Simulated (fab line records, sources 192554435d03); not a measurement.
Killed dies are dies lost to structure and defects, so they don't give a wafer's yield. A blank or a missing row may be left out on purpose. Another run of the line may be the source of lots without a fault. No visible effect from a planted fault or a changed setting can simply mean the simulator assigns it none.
Comparing a struck lot with a sound one    flow n5Finfet    36 steps out of a route of 1938
Sound: wafers L391.1, L391.2, L391.5. Struck: wafer L397.1 (L397.4, L397.6, from the same lot, were not struck and are left out); the cause is given at the end.
For every step that has rows: the tool of each side, followed by ch and its chambers, followed by its first start. Under that, the readings that differ: sound wafers    struck wafers    difference of the means    sigmas: that difference in standard deviations of wafers without a fault.
alike: same words and numbers on both sides, and readings whose means sit less than 2 such deviations apart. not compared: any withheld reading, any reading some wafer has no value for, any bound like >300 that may hide the same value, and any number with overlapping values for which the record gives no deviation.
Wherever a step has rows on one side only, a row that says differs or no value, or a row with sigmas, the two part there. Numbers that have no deviation but don't overlap get no sigmas and don't part them. Lack of a reading on every wafer of one side parts them only where that side has two or more wafers.

first, 11 steps without rows for these wafers: N5_FIN_CUT_PRECLEAN_35 (cleans in vHF, time 13.3 s); N5_FIN_CUT_CUT_ETCH_15 (etches Si in HBr/Cl2/O2, target depth 100 nm, bt time 10 s, time 42.4 s); N5_FIN_CUT_CUT_ETCH_28 (etches Si in HBr/Cl2/O2, target depth 6 nm, time 2.4 s); N5_FIN_CUT_STRIP_22 (strips in N2/H2); N5_FIN_CUT_PRECLEAN_36 (cleans in O3/DIW, time 60 s); N5_FIN_CUT_SRD_32 (time 30 s); N5_FIN_CUT_UV_OZONE_34 (time 120 s); N5_STI_FIN_REVEAL_ALD_00 (deposits SiO2, target thk 1 nm, pulse time 1 s); N5_STI_FIN_REVEAL_ALD_14 (deposits Si3N4, target thk 3 nm); N5_STI_FIN_REVEAL_FCVD_FILL_01 (material SiO2 flowable, target thk 312 nm, time 512.2 s); N5_STI_FIN_REVEAL_DENSIFY_02 (time 1800 s).
N5_STI_FIN_REVEAL_CMP_04: polishes, stops on Si3N4, t overpolish 4 s, target thk 131.83 nm.
  sound on cmp-04 ch 0,3, day 2 22:50; struck on cmp-04 ch 0, day 4 10:49
reading                    sound              struck  difference  sigmas
retainingRingPressureFrac  0.988 1.004 1.004  1.010   +0.011      +2
  alike: motorCurrentA, overpolishRunS, timeToEndpointS
  not compared: padLifeWafers
then, 20 steps without rows for these wafers: N5_STI_FIN_REVEAL_DENSIFY_30; N5_STI_FIN_REVEAL_ETCHBACK_08 (etches SiO2 in C4F6/O2, target depth 30.5 nm, time 10.167 s); N5_STI_FIN_REVEAL_STRIP_24 (strips in N2/H2, time 90 s); N5_STI_FIN_REVEAL_PRECLEAN_25 (cleans in SPM, time 90 s); N5_STI_FIN_REVEAL_PRECLEAN_26 (cleans in SC1, time 45 s); N5_STI_FIN_REVEAL_PRECLEAN_29 (cleans in DHF, time 30 s); N5_STI_FIN_REVEAL_SRD_12 (time 30 s); N5_STI_FIN_REVEAL_RECESS_09 (chemistry HF/NH3, target SiO2, afs cycles 11, target depth 42.5 nm, sublimation time 60 s); N5_STI_FIN_REVEAL_STRIP_16 (strips SiNx in H3PO4, target depth 23.8 nm); N5_STI_FIN_REVEAL_PRECLEAN_17 (cleans in NF3:NH3, afs cycles 1, time 20 s, sublimation time 60 s); N5_STI_FIN_REVEAL_ETCH_34 (etches Si in H2, material Si, target depth 0.97 nm); N5_STI_FIN_REVEAL_OXIDATION_31 (chemistry O2 PLASMA REMOTE, time 20 s); N5_STI_FIN_REVEAL_PRECLEAN_32 (cleans in NF3:NH3, afs cycles 1, time 20 s, sublimation time 60 s); N5_STI_FIN_REVEAL_STRIP_35 (strips Si3N4 in H3PO4, target depth 4 nm, time 39 s); N5_STI_FIN_REVEAL_SRD_21 (time 30 s); N5_STI_FIN_REVEAL_OXIDATION_33 (chemistry O2 PLASMA REMOTE, time 20 s); N5_STI_FIN_REVEAL_CLEAN_19 (cleans in O3/DIW, time 120 s); N5_STI_FIN_REVEAL_SRD_23 (time 30 s); N5_STI_FIN_REVEAL_PRECLEAN_18 (cleans in SC2, time 45 s); N5_STI_FIN_REVEAL_SRD_28 (time 30 s).
N5_STI_FIN_REVEAL_INSPECT_13: inspects for defects (darkfield).
  sound: defectInspect-01 at day 3 02:35; struck: defectInspect-01 at day 4 14:28
reading         sound    struck  difference  sigmas
rawDefectCount  16 12 8  276     +264        +51
then, 1 step without rows for these wafers: N5_DUMMY_GATE_PRECLEAN_00 (cleans in O3/DIW, time 60 s).
-- here the record skips 5 days between the struck wafers' starts before and after, leaving off in module DUMMY_GATE and picking up in module BEOL_M4 (first step shown: number 1111 of the route) --
N5_BEOL_M4_RC_MEAS_101:
  sound on prober-01 ch 0, day 8 10:20; struck on prober-02 ch 0, day 9 17:52
reading    sound                 struck  difference  sigmas
VT_P (mV)  -246.5 -250.2 -249.5  -254.5  -5.8        -2
  alike: DIBL_N, DIBL_P, IOFF_N, IOFF_P, ION_N, ION_P, SS_N, SS_P, VT_N
-- record jumps: 4 days separate the struck wafers' starts on either side; left off in module BEOL_M4, taken up again in module PASSIVATION, whose first shown step is the route's number 1936 --
N5_PASSIVATION_PROBE_49:
  sound: prober-02 at day 12 23:49; struck: prober-02 at day 13 20:56
reading                  sound           struck  difference  sigmas
defectLimitedYield (%)   92.2 91.9 89.8  72.9    -18.4       -14
killedAtFrontEnd         22 40 60        271     +230        +21
killedDies               92 96 120       320     +217        +14
killedOnRim              17 10 13        34      +21         +6
sort_bin_5_function (%)  5.2 5.2 6.4     17.3    +11.7       +14
sort_bin_6_memory (%)    2.6 2.4 3.5     8.8     +6.0        +10
sortNPass                1088 1084 1060  860     -217        -14
sortYieldPct (%)         92.2 91.9 89.8  72.9    -18.4       -14
  alike: killed_at_M0_to_M3, killed_at_M4_up, killedAtContacts, killedAtOther, killedOpen, killedShort

WHERE THEY PART
At N5_STI_FIN_REVEAL_CMP_04 first; at N5_PASSIVATION_PROBE_49 last (within this record only).

WHY: what the simulator had put in
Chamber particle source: cmp-04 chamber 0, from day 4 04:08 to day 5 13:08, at N5_STI_FIN_REVEAL_CMP_04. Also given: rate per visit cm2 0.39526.
